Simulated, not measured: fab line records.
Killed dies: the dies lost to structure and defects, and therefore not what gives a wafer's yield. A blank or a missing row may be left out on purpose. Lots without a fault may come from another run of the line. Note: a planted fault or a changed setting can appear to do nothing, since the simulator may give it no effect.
Chamber matching    flow nandHarc    3 sister chambers for NHARC_P_M0_DEP_32 on pecvd-03
The step deposits SiCN, target thk 30 nm. 3 wafers are shown with their chamber, then 7 later ones without.

## WAFERS, EACH WITH ITS CHAMBER
wafer   chamber  heaterPowerW (W)
L501.5  2        523
L504.2  0        703
L504.3  1        498

## WAFERS WITHOUT THEIR CHAMBER
wafer   heaterPowerW (W)
L504.5  690
L505.1  569
L505.2  429
L505.4  570
L508.2  595
L508.4  525
L508.5  610

## WHICH CHAMBER EACH WENT THROUGH
wafer   from the rows above           in truth
L504.5  0                             0
L505.1  can't be placed: 2 or 1 or 0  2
L505.2  can't be placed: 1 or 2       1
L505.4  can't be placed: 2 or 1 or 0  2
L508.2  can't be placed: 2 or 1 or 0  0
L508.4  can't be placed: 2 or 1       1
L508.5  can't be placed: 2 or 0 or 1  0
Correct placement for 1 of the 7. Unplaceable from these rows: 6, with the true chamber sitting among the candidates in 6. Number placed wrongly: 0.
How it was worked out, from the rows above alone: a wafer's distance from a chamber is the root of the sum, over the readings, of the square of ((its reading less the chamber's mean) divided by the reading's scatter). If the next closest chamber is less than 2 further off than the closest, the wafer can't be placed; otherwise it belongs to the closest. A chamber's mean is the mean of its shown wafers. The scatter (one wafer shown for each chamber): square how far every hidden wafer sits from the nearest shown wafer, average those squares and take the square root.
